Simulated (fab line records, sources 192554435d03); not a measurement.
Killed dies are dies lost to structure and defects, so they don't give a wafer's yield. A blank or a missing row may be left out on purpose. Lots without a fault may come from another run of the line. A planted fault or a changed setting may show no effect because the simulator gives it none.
Chamber matching | flow n5_finfet | N5_DUMMY_GATE_DESCUM_20 on rie_diel-02: 4 sister chambers
The step chemistry O2, time 6.2 s. 4 wafers are shown with their chamber, then 8 later ones without.

WAFERS WITH THEIR CHAMBER
wafer  | chamber | drypump_motor_current_A (A)
L087.4 | 0       | 5.4
L089.1 | 1       | 6.4
L089.2 | 2       | 6.5
L095.1 | 3       | 6.8

WAFERS WITHOUT THEIR CHAMBER
wafer  | drypump_motor_current_A (A)
L095.3 | 5.4
L095.4 | 6.5
L096.1 | 6.6
L096.3 | 6.8
L096.4 | 5.4
L097.1 | 5.4
L097.3 | 6.5
L097.6 | 5.3

WHICH CHAMBER EACH WENT THROUGH
wafer  | from the rows above     | in truth
L095.3 | 0                       | 0
L095.4 | can't be placed: 2 or 1 | 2
L096.1 | can't be placed: 2 or 1 | 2
L096.3 | 3                       | 3
L096.4 | 0                       | 0
L097.1 | 0                       | 0
L097.3 | can't be placed: 2 or 1 | 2
L097.6 | 0                       | 0
Placed correctly: 5 of 8. Can't be placed from these rows: 3 (the true chamber is among the candidates in 3). Placed wrongly: 0.
How it was worked out, from the rows above alone: a wafer's distance from a chamber is the root of the sum, over the readings, of the square of ((its reading less the chamber's mean) divided by the reading's scatter). The wafer belongs to the nearest chamber; if the next one is less than 2 further off, it can't be placed. A chamber's mean is the mean of its shown wafers. The scatter: with one shown wafer a chamber, the root of the mean of the squares of how far each hidden wafer lies from its nearest shown one.
